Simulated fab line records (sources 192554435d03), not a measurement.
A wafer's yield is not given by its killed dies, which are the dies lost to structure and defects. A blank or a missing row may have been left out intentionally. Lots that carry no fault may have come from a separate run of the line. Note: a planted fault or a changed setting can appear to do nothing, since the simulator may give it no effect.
fab line records    flow n5_finfet
[record] lots = 12  wafers = 31  last_day = 17
route steps=1938 shown BEOL_M2@922 BEOL_M3@931 BEOL_M4@1111 PASSIVATION@1936
lots untouched by any fault: they come from a run of this same line in which no faults occurred
start_h: hours from the record's opening day to when the first of the lot's shown wafers began    wait_h: how many hours have passed since the lot's step before this one    " identical to the entry in the row above    L1.1+2: several wafers, shown together as one row    - value missing, or start not given    * or withheld: withheld    < > ~ a bound
route shown NAME@n: NAME is a module with steps in the file, n the number in the route of the first one    usual: mean and standard deviation over wafers with no fault    same: alike in all rows    chamber/n: place in a boat    sites: each site's reading    _std_site: standard deviation of those values    _edge_site: mean of outer sites minus mean of inner sites    radius_mm: for every site, how far away it sits from the centre of the wafer    mask NAME#n: copy n    behind: the last tool/chamber to shape the wafer    hold: why the lot went on hold/how many hours it stayed there/how the hold came to an end    device: the transistor (n, p or np) that didn't switch    end of line: the route-end tests of the same wafers    a step with no rows: only its recipe    killed: count of dies lost to structure and defects at first sort (not the wafer's yield)    map: a wafer's dies, marking killed ones x, the rest . and places with no die _
set.NAME: the setting as run; set.NAME@STEP: as run at that earlier step    model.NAME: the simulator's own value behind a step, which no gauge read
steps of the route over a sample of lots; a table a step, a row a wafer
services: a tool's chamber out of use, with start hour (start_h, from the record's first day; less than 0 if before it), hours out, and reason
[[steps]]
[step N5_BEOL_M2_ANNEAL_51]
[recipe] temp_c = 225  time_s = 90  ambient = N2
[usual] wafer_temp_C_max = 226.1/0.51
lot.wafer  tool           chamber  start_h  wait_h  wafer_temp_C_max
L838.4     rtp_anneal-01  0        141.95   0.2     225.5
L838.6     "              0        "        "       225.7
L839.2     rtp_anneal-01  0        152.62   0.2     226.0
L839.5     "              0        "        "       225.6
L840.4     rtp_anneal-01  0        161.26   0.2     225.7
L840.5     "              0        "        "       225.9
L840.6     "              0        "        "       225.5
L842.2     rtp_anneal-02  0        170.78   0.1     226.6
L842.3     "              0        "        "       226.3
L842.6     "              0        "        "       226.9
L843.2     rtp_anneal-02  0        178.56   0.1     226.2
L843.3     "              0        "        "       226.9
L843.6     "              0        "        "       226.7
L845.1     rtp_anneal-01  0        191.52   0.1     225.0
L845.3     "              0        "        "       225.4
L845.4     "              0        "        "       225.2
L846.1     rtp_anneal-02  0        195.59   0.5     225.9
L846.2     "              0        "        "       226.3
L846.4     "              0        "        "       226.6
L851.5     rtp_anneal-02  0        242.89   0.2     226.3
L851.6     "              0        "        "       226.2
L854.1     rtp_anneal-02  0        245.87   0.1     226.9
L854.2     "              0        "        "       227.0
L854.6     "              0        "        "       226.4
L857.2     rtp_anneal-01  0        259.25   0.1     225.7
L857.3     "              0        "        "       225.5
L857.5     "              0        "        "       225.4
L858.5     rtp_anneal-01  0        268.83   0.2     225.6
L858.6     "              0        "        "       225.5
L860.2     rtp_anneal-02  0        294.94   0.1     226.8
L860.5     "              0        "        "       226.8
[step N5_BEOL_M3_ILD_DEP_00]
[recipe] material = SiOC  target_thk_a = 790  temp_c = 350  precursor = DEMS/O2  pressure_torr = 5  rf_w = 500  time_s = 15.3
[usual] heater_power_w = 467/77  showerhead_plenum_p_Torr = 5.695/0.012  throttle_valve_pct = 12.0/0.65
lot.wafer  tool      chamber  start_h  wait_h  heater_power_w  showerhead_plenum_p_Torr  throttle_valve_pct
L838.4     pecvd-03  2        142.75   0.1     383             5.678                     10.8
L838.6     "         1        "        "       402             5.689                     12.6
L839.2     pecvd-03  1        153.56   0.0     383             5.697                     12.2
L839.5     "         0        "        "       426             5.697                     11.4
L840.4     pecvd-01  2        162.05   0.1     480             5.699                     11.6
L840.5     "         1        "        "       460             5.709                     12.9
L840.6     "         0        "        "       476             5.695                     12.4
L842.2     pecvd-03  2        171.65   0.0     389             5.679                     11.0
L842.3     "         1        "        "       401             5.686                     12.1
L842.6     "         1        "        "       418             5.690                     12.0
L843.2     pecvd-01  0        179.43   0.0     539             5.701                     12.4
L843.3     "         2        "        "       526             5.697                     11.5
L843.6     "         1        "        "       464             5.709                     12.8
L845.1     pecvd-02  2        192.70   0.0     496             5.673                     11.6
L845.3     "         0        "        "       629             5.699                     12.7
L845.4     "         0        "        "       627             5.697                     12.8
L846.1     pecvd-01  1        196.50   0.0     402             5.713                     13.0
L846.2     "         0        "        "       443             5.695                     12.3
L846.4     "         1        "        "       395             5.701                     12.9
L851.5     pecvd-03  2        243.65   0.1     401             5.674                     10.9
L851.6     "         1        "        "       347             5.692                     12.0
L854.1     pecvd-01  0        246.81   0.0     514             5.689                     12.5
L854.2     "         2        "        "       428             5.713                     11.3
L854.6     "         2        "        "       437             5.692                     11.7
L857.2     pecvd-02  0        260.20   0.0     614             5.690                     12.7
L857.3     "         2        "        "       542             5.689                     11.9
L857.5     "         1        "        "       444             5.697                     12.7
L858.5     pecvd-03  2        269.63   0.1     421             5.692                     11.1
L858.6     "         1        "        "       379             5.694                     12.0
L860.2     pecvd-01  2        295.81   0.0     494             5.713                     11.4
L860.5     "         2        "        "       506             5.711                     11.3
[step N5_BEOL_M3_COAT_73]
[recipe] resist = underlayer  temp_c = 205  time_s = 60  spin_rpm = 1500  resist_thk_nm = 5
[usual] heater_power_total_W = 391.9/1.3  plate_temp_C = 205.02/0.14
lot.wafer  tool            chamber  start_h  wait_h  heater_power_total_W  plate_temp_C
L838.4     litho_track-01  0        143.73   -       393.7                 205.04
L838.6     "               0        "        "       391.9                 205.07
L839.2     litho_track-04  0        156.24   -       390.2                 205.17
L839.5     "               0        "        "       391.4                 205.05
L840.4     litho_track-01  0        162.96   -       391.6                 204.94
L840.5     "               0        "        "       391.3                 204.87
L840.6     "               0        "        "       393.7                 204.89
L842.2     litho_track-05  0        173.39   -       392.9                 204.76
L842.3     "               0        "        "       391.6                 204.92
L842.6     "               0        "        "       389.6                 205.01
L843.2     litho_track-05  0        181.41   -       391.5                 205.12
L843.3     "               0        "        "       391.1                 205.25
L843.6     "               0        "        "       392.0                 205.10
L845.1     litho_track-05  0        193.20   -       398.2                 208.82
L845.3     "               0        "        "       402.1                 208.76
L845.4     "               0        "        "       398.8                 208.62
L846.1     litho_track-05  0        197.25   -       399.7                 208.72
L846.2     "               0        "        "       400.5                 208.74
L846.4     "               0        "        "       402.7                 208.78
L851.5     litho_track-01  0        245.34   -       391.2                 204.78
L851.6     "               0        "        "       393.0                 204.77
L854.1     litho_track-01  0        247.84   -       392.3                 204.97
L854.2     "               0        "        "       392.4                 204.84
L854.6     "               0        "        "       390.6                 204.91
L857.2     litho_track-01  0        261.42   -       393.7                 205.02
L857.3     "               0        "        "       390.2                 204.87
L857.5     "               0        "        "       390.5                 204.99
L858.5     litho_track-01  0        271.91   -       391.0                 205.08
L858.6     "               0        "        "       393.5                 205.09
L860.2     litho_track-04  0        296.69   -       393.2                 205.10
L860.5     "               0        "        "       392.5                 204.91
[step N5_BEOL_M3_CD_MEAS_11]
[recipe] target_cd_nm = 17.05  landing_energy_ev = 500  detector = se_inlens  polarity = opening
[usual] cd_nm = 16.99/0.27
lot.wafer  tool       chamber  start_h  wait_h  cd_nm
L838.4     cd_sem-02  0        144.18   -       16.65
L838.6     "          0        "        "       16.65
L839.2     cd_sem-01  0        156.50   -       17.17
L839.5     "          0        "        "       16.38
L840.4     cd_sem-02  0        163.35   -       17.31
L840.5     "          0        "        "       16.84
L840.6     "          0        "        "       16.91
L842.2     cd_sem-03  0        173.77   -       16.76
L842.3     "          0        "        "       16.97
L842.6     "          0        "        "       17.02
L843.2     cd_sem-03  0        181.81   -       16.88
L843.3     "          0        "        "       16.62
L843.6     "          0        "        "       16.44
L845.1     cd_sem-01  0        193.59   -       16.96
L845.3     "          0        "        "       16.77
L845.4     "          0        "        "       17.15
L846.1     cd_sem-01  0        197.50   -       16.76
L846.2     "          0        "        "       17.01
L846.4     "          0        "        "       17.26
L851.5     cd_sem-02  0        245.73   -       16.60
L851.6     "          0        "        "       16.91
L854.1     cd_sem-02  0        248.22   -       17.17
L854.2     "          0        "        "       16.58
L854.6     "          0        "        "       17.08
L857.2     cd_sem-03  0        261.68   -       17.16
L857.3     "          0        "        "       17.49
L857.5     "          0        "        "       16.82
L858.5     cd_sem-02  0        272.30   -       17.13
L858.6     "          0        "        "       17.30
L860.2     cd_sem-01  0        296.95   -       16.91
L860.5     "          0        "        "       17.41
[step N5_BEOL_M4_RC_MEAS_101]
[usual] DIBL_N = 36.0/2  DIBL_P = 35.9/2.5  IOFF_N = 0.16/0.038  IOFF_P = 0.21/0.04  ION_N = 675/14  ION_P = 462/9.4  SS_N = 71.5/0.75  SS_P = 73.2/0.74  VT_N = 250/3.9  VT_P = -251/3.2
lot.wafer  tool       chamber  start_h  wait_h  DIBL_N[mV/V]  DIBL_P[mV/V]  IOFF_N[nA/um]  IOFF_P[nA/um]  ION_N[uA/um]  ION_P[uA/um]  SS_N[mV/dec]  SS_P[mV/dec]  VT_N[mV]  VT_P[mV]
L838.4     prober-01  0        164.16   0.5     35.2          35.1          0.17           0.22           691           472           70.9          73.1          244       -245
L838.6     "          0        "        "       36.8          35.2          0.21           0.22           694           466           71.7          73.5          242       -246
L839.2     prober-01  0        178.60   0.2     40.0          37.8          0.23           0.28           690           468           72.1          74.2          242       -246
L839.5     "          0        "        "       32.6          30.3          0.12           0.18           679           474           69.8          72.2          249       -251
L840.4     prober-01  0        182.65   0.5     36.7          37.6          0.18           0.24           670           463           72.8          73.0          249       -249
L840.5     "          0        "        "       37.8          38.4          0.21           0.24           678           455           73.3          74.1          250       -249
L840.6     "          0        "        "       34.0          33.3          0.13           0.16           667           459           72.2          73.1          257       -254
L842.2     prober-02  0        192.72   0.2     36.9          37.7          0.20           0.25           705           478           71.5          73.2          244       -246
L842.3     "          0        "        "       37.0          39.5          0.18           0.28           681           474           71.4          74.4          249       -249
L842.6     "          0        "        "       37.0          38.4          0.18           0.26           692           479           71.2          73.7          247       -248
L843.2     prober-02  0        200.00   0.2     32.5          32.2          0.11           0.16           679           473           69.6          71.7          256       -251
L843.3     "          0        "        "       35.9          35.1          0.15           0.19           676           460           70.2          73.4          251       -251
L843.6     "          0        "        "       35.7          35.0          0.15           0.18           675           464           70.1          72.7          251       -249
L845.1     prober-02  0        212.35   0.0     35.6          34.3          0.16           0.23           701           483           71.3          72.8          243       -245
L845.3     "          0        "        "       34.8          33.3          0.13           0.22           683           475           69.7          72.4          248       -248
L845.4     "          0        "        "       35.3          34.1          0.14           0.23           686           472           70.6          72.8          248       -247
L846.1     prober-01  0        216.26   0.0     35.4          34.6          0.14           0.15           656           445           71.9          72.7          252       -257
L846.2     "          0        "        "       37.5          39.3          0.18           0.25           675           459           71.5          73.4          247       -250
L846.4     "          0        "        "       35.8          36.0          0.14           0.17           656           451           71.8          73.3          254       -256
L851.5     prober-02  0        268.78   0.6     35.2          36.0          0.17           0.22           695           472           71.0          73.5          248       -248
L851.6     "          0        "        "       32.2          30.1          0.10           0.13           655           448           70.8          71.6          257       -258
L854.1     prober-02  0        269.86   0.0     33.6          34.1          0.12           0.17           669           457           71.5          72.7          255       -253
L854.2     "          0        "        "       35.3          36.7          0.14           0.20           647           447           71.2          72.7          251       -249
L854.6     "          0        "        "       34.5          37.0          0.14           0.21           688           473           70.9          73.6          250       -249
L857.2     prober-01  0        276.71   0.2     36.8          37.8          0.16           0.21           685           465           71.4          73.6          250       -248
L857.3     "          0        "        "       31.9          32.6          0.09           0.15           660           463           70.5          71.4          258       -256
L857.5     "          0        "        "       35.9          36.6          0.15           0.20           676           468           71.2          72.9          251       -251
L858.5     prober-01  0        296.35   0.6     36.6          36.4          0.14           0.22           661           458           71.7          73.2          253       -250
L858.6     "          0        "        "       37.0          37.0          0.16           0.24           672           466           71.4          73.7          249       -249
L860.2     prober-01  0        311.46   0.2     38.3          37.2          0.19           0.21           689           465           72.3          74.2          249       -253
L860.5     "          0        "        "       39.1          37.9          0.21           0.22           679           454           73.5          73.3          246       -250
[step N5_PASSIVATION_PROBE_49]
[usual] defect_limited_yield = 91.3/1.5  killed_at_M0_to_M3 = 33/12  killed_at_M4_up = 15/5.2  killed_at_contacts = 12/5.1  killed_at_front_end = 39/11  killed_at_other = 5/3.6  killed_dies = 103/18  killed_open = 67/13  killed_short = 33/7.8  sort_bin_5_function = 5.1/0.96  sort_bin_6_memory = 3.2/0.71  sort_n_pass = 1077/18  sort_yield_pct = 91.3/1.5
[same] gross_dies = 1180  killed_at_back_side = 0  sort_bin_4_leakage[%] = 0  sort_bin_8_speed[%] = 0
lot.wafer  tool       chamber  start_h  wait_h  defect_limited_yield[%]  killed_at_M0_to_M3  killed_at_M4_up  killed_at_contacts  killed_at_front_end  killed_at_other  killed_dies  killed_open  killed_short  sort_bin_5_function[%]  sort_bin_6_memory[%]  sort_n_pass  sort_yield_pct[%]
L846.1     prober-01  -        313.76   0.0     91.0                     23                  7                12                  60                   4                106          79           26            5.6                     3.3                   1074         91.0
L846.2     prober-01  -        313.81   0.1     90.9                     21                  9                17                  58                   2                107          64           36            4.7                     3.6                   1073         90.9
L846.4     prober-01  -        313.91   0.2     87.5                     38                  9                11                  83                   6                147          85           44            6.6                     4.2                   1033         87.5
L854.1     prober-01  -        365.18   0.0     92.6                     29                  12               10                  25                   11               87           53           33            4.7                     2.5                   1093         92.6
// killed by level:class
L846.1 STI_FIN_REVEAL:geometric_particle:open=27 FIN_SAQP:geometric_particle:open=11 MOL_CONTACT_COAG:geometric_particle:open=10 FIN_SAQP:geometric_particle:short=6 BEOL_M2:geometric_particle:open=5 STI_FIN_REVEAL:geometric_particle:short=4 BEOL_M0_SAQP:geometric_particle:open=4 BEOL_M1:geometric_particle:open=4
L846.2 FIN_SAQP:geometric_particle:open=13 MOL_CONTACT_COAG:geometric_particle:open=10 STI_FIN_REVEAL:geometric_particle:open=8 FIN_SAQP:geometric_particle:short=7 MOL_CONTACT_COAG:geometric_particle:short=7 HKMG_FIN:area_etch=7 BEOL_M3:geometric_particle:open=6 STARTING-WAFER:geometric_particle:open=6
L846.4 FIN_SAQP:geometric_particle:short=18 HKMG_FIN:area_etch=16 FIN_SAQP:geometric_particle:open=14 STI_FIN_REVEAL:geometric_particle:open=14 BEOL_M2:geometric_particle:open=10 MOL_CONTACT_COAG:geometric_particle:open=9 DUMMY_GATE:geometric_particle:open=7 BEOL_M0_SAQP:geometric_particle:open=7
L854.1 MOL_CONTACT_COAG:geometric_particle:open=9 BEOL_M0_SAQP:geometric_particle:short=8 FIN_SAQP:geometric_particle:open=7 BEOL_M2:geometric_particle:open=7 BEOL_M3:geometric_particle:open=5 FIN_SAQP:geometric_particle:short=4 BEOL_M0_SAQP:geometric_particle:open=4 BEOL_M4:geometric_particle:open=4
[[services]]
tool            chamber  start_h  hours  kind
litho_track-05  -        136.72   -      consumable_replace:filter
rtp_anneal-02   -        141.32   4.7    pm
pecvd-02        -        199.08   14.6   pm
litho_track-05  -        200.56   -      consumable_replace:filter
pecvd-01        1        246.46   25.7   repair
pecvd-03        -        250.52   2.8    pm
rtp_anneal-01   -        275.01   1.8    pm
[[key]]
[first_sign] step = N5_BEOL_M3_COAT_73  reading = plate_temp_C  direction = up  sigmas = 27  usual = *  struck = *
[effect] step = N5_BEOL_M3_COAT_73  reading = heater_power_total_W  direction = up  sigmas = 6.4  usual = *  struck = *
met_at N5_BEOL_M3_COAT_73
struck_lots L845,L846
[baseline_loss] step = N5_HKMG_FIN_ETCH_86  wafers = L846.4
not_acting_at N5_BEOL_M2_ANNEAL_51,N5_BEOL_M3_ILD_DEP_00,N5_BEOL_M3_CD_MEAS_11
onset_between 181.41 193.20
[fault] kind = process_parameter_drift  tool = litho_track-05  chamber = -  onset_h = 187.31  steps = N5_BEOL_M3_COAT_73  channel = temp_c  offset = *  shape = step  end_h = 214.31  acts_in = *  stated = *
// baseline_loss: these wafers lose ten dies or more at that step, a loss of the line's own and not of a fault; the sort's usual values leave them out
